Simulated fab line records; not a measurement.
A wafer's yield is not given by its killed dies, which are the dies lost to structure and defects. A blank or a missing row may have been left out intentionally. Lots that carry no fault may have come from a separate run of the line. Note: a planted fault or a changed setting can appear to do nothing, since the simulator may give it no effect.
Problem report, 8D (eight disciplines) form, completed by code || flow n5_finfet || the parts of the form that need people (team, actions taken, sign-off) are left out

== 1. THE ISSUE ==
run_length_s at N5_BEOL_M11_CURE_72 reads a mean of 225.6 s on 2 wafers of 2 lots; wafers without a fault read 178.2 s with a standard deviation of 1.2. Measured from the usual mean, that is +40 standard deviations.
The step: cures SiCOH lowk, time 120 s.
The first sign was on wafer L549.2 at day 14 08:06, on uv_cure-02. The record has a number at this step for 31 wafers belonging to 11 lots. By rule, "out" or "out of limits" means more than 4 standard deviations away from the usual mean. The other wafers with a number count as sound.

== 2. WHAT IT IS, AND WHAT IT ISN'T ==
{"question": "which readings at this step", "is": "run_length_s", "is not": "lamp_power_pct, wafer_temp_C_max"}
{"question": "which lots", "is": "L549, L551", "is not": "L535, L537, L538, L540, L541, L543, L553, L554, L555"}
{"question": "which wafers of those lots", "is": "L549.2, L551.2", "is not": "L549.5, L551.3"}
{"question": "read on which tools", "is": "uv_cure-02", "is not": "uv_cure-01, uv_cure-03"}
{"question": "when", "is": "from day 14 08:06", "is not": "up to then (19 sound wafers); but 10 sound wafers of L551, L553, L554, L555 came after"}

== 3. THE SUSPECTS, EACH WITH WHAT RULES IT OUT ==
Counting: any tool at a process step up to the reading remains a suspect provided it ran every lot that is out. Sound lots after the first of them don't rule it out here, since some wafers of a struck lot are sound.
- uv_cure-02 at N5_BEOL_M11_CURE_72 (cures SiCOH lowk, time 120 s): kept. It ran every lot that is out, first L549 (day 14 08:06); its last sound lot up to then is L543 (day 13 02:32). Its own run_length_s readings are out on those wafers.
The count leaves uv_cure-02 at N5_BEOL_M11_CURE_72.

== 4. THE CAUSE (what the simulator had put in) ==
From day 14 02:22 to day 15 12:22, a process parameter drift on uv_cure-02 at N5_BEOL_M11_CURE_72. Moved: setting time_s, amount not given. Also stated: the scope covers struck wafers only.
Only this tool survived the counting.

== 5. THE CHAIN OF EFFECTS, in route order ==
Rows list readings where the struck wafers' mean (over those with a number) sits beyond 3 standard deviations from the usual. Only readings for which the record gives a usual standard deviation are gone through. hours: the time from each lot's start at the first step in this table that gives one to its start at this step, as a median over the lots. sigmas: the change in usual standard deviations.
{"hours": 0, "step": "N5_BEOL_M11_CURE_72", "reading": "run_length_s", "usual": "178.2 s", "on struck wafers": 225.6, "change": "+47.4", "sigmas": "+40"}
Its process steps:
- N5_BEOL_M11_CURE_72: cures SiCOH lowk, time 120 s.

== 6. HOW IT WOULD HAVE BEEN CAUGHT EARLIER ==
In this record no reading fell out of limits until day 14 08:06, 6 hours after the fault had begun at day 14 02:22.
